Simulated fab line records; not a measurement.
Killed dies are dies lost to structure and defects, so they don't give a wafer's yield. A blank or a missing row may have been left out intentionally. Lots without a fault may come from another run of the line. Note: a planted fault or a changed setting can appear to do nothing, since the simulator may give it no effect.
Tool commonality check + flow nand-harc + 2 lots and 6 wafers in the sample

THE REASON FOR OPENING IT
On 2 of the 2 lots, a flag is raised at NHARC_END_SORT_01 on the reading killed-at-array. Fault-free wafers read 57, with a standard deviation of 18.
Rule: a lot is flagged when every wafer of it that has a number lies more than 4 standard deviations from that mean, or none has a number. The other lots count as sound.

| lot  | measured     | on        | killed-at-array, wafer by wafer | flag    |
|------|--------------|-----------|---------------------------------|---------|
| L783 | day 33 15:46 | prober-01 | 667 667 668                     | FLAGGED |
| L785 | day 34 02:55 | prober-02 | 674 675 673                     | FLAGGED |
On average the flagged lots' numbers are 671, which is +614 against the usual, or +34 standard deviations.

LOT BY LOT: THE TOOL USED
The record holds 4 process steps before the reading, out of a route of 1302 steps. Each cell gives the tool, then ch followed by the chambers the sampled wafers passed through, then the start.
| lot  | flag    | NHARC_A_STAIRCASE_ETCHBACK_422     | NHARC_A_SGD_CUT_ETCH_58            | NHARC_A_SGD_CUT_ETCH_15                       | NHARC_A_SGD_CUT_ETCH_16            |
|------|---------|------------------------------------|------------------------------------|-----------------------------------------------|------------------------------------|
| L783 | FLAGGED | rie-diel-02 ch 0,1, day 28 09:12   | rie-diel-11 ch 0,1,3, day 28 11:33 | rie-diel-11 ch 0,2,3, day 28 12:02 or earlier | rie-diel-11 ch 1,2,3, day 28 12:02 |
| L785 | FLAGGED | rie-diel-10 ch 0,1,3, day 28 15:46 | rie-diel-11 ch 0,3, day 28 17:55   | rie-diel-11 ch 2,3, day 28 18:26 or earlier   | rie-diel-11 ch 0,1,3, day 28 18:26 |
These steps, and what they do:
- NHARC_A_STAIRCASE_ETCHBACK_422: etches the open film in CH3F/O2, target depth 40 nm, time 74.286 s.
- NHARC_A_SGD_CUT_ETCH_58: etches the open film in CF4, target depth 39 nm, time 65 s.
- NHARC_A_SGD_CUT_ETCH_15: etches the open film in CH3F/O2, target depth 75 nm, time 64.3 s.
- NHARC_A_SGD_CUT_ETCH_16: etches the open film in C4F8/O2/Ar, target depth 310.5 nm, time 155.2 s.
- NHARC_END_SORT_01

FLAGGED AGAINST TOTAL, ONE TOOL AT A TIME (gauges that did the reading follow at the end)
| step                           | tool        | lots run | flagged | share of the flagged lots | sound lots run after its first flagged lot |
|--------------------------------|-------------|----------|---------|---------------------------|--------------------------------------------|
| NHARC_A_STAIRCASE_ETCHBACK_422 | rie-diel-02 | 1        | 1       | some                      | 0                                          |
| NHARC_A_STAIRCASE_ETCHBACK_422 | rie-diel-10 | 1        | 1       | some                      | 0                                          |
| NHARC_A_SGD_CUT_ETCH_58        | rie-diel-11 | 2        | 2       | all                       | 0                                          |
| NHARC_A_SGD_CUT_ETCH_15        | rie-diel-11 | 2        | 2       | all                       | 0                                          |
| NHARC_A_SGD_CUT_ETCH_16        | rie-diel-11 | 2        | 2       | all                       | 0                                          |
| NHARC_END_SORT_01              | prober-01   | 1        | 1       | some                      | 0                                          |
| NHARC_END_SORT_01              | prober-02   | 1        | 1       | some                      | 0                                          |
With no start given for some of its lots, NHARC_A_SGD_CUT_ETCH_15 uses the hours and lot order of NHARC_A_SGD_CUT_ETCH_16.

THE TABLE: WHAT IT ALLOWS
3 rows of the table ran every flagged lot: rie-diel-11 at NHARC_A_SGD_CUT_ETCH_58, rie-diel-11 at NHARC_A_SGD_CUT_ETCH_15, rie-diel-11 at NHARC_A_SGD_CUT_ETCH_16.
- rie-diel-11 at NHARC_A_SGD_CUT_ETCH_58: 2 of its 2 lots flagged. No sound lot ran on it before its first flagged lot in this sample; the start therefore can't be narrowed down.
- rie-diel-11 at NHARC_A_SGD_CUT_ETCH_15: 2 of its 2 lots flagged. No sound lot ran on it before its first flagged lot in this sample; the start therefore can't be narrowed down.
- rie-diel-11 at NHARC_A_SGD_CUT_ETCH_16: 2 of its 2 lots flagged. No sound lot ran on it before its first flagged lot in this sample; the start therefore can't be narrowed down. Its own readings lie more than 4 standard deviations out on every wafer of the flagged lots: oes-product-au, rf-fwd-power-W.
What remains is a single tool, rie-diel-11 at NHARC_A_SGD_CUT_ETCH_58 and NHARC_A_SGD_CUT_ETCH_15 and NHARC_A_SGD_CUT_ETCH_16.

WHAT WAS PUT IN BY THE SIMULATOR
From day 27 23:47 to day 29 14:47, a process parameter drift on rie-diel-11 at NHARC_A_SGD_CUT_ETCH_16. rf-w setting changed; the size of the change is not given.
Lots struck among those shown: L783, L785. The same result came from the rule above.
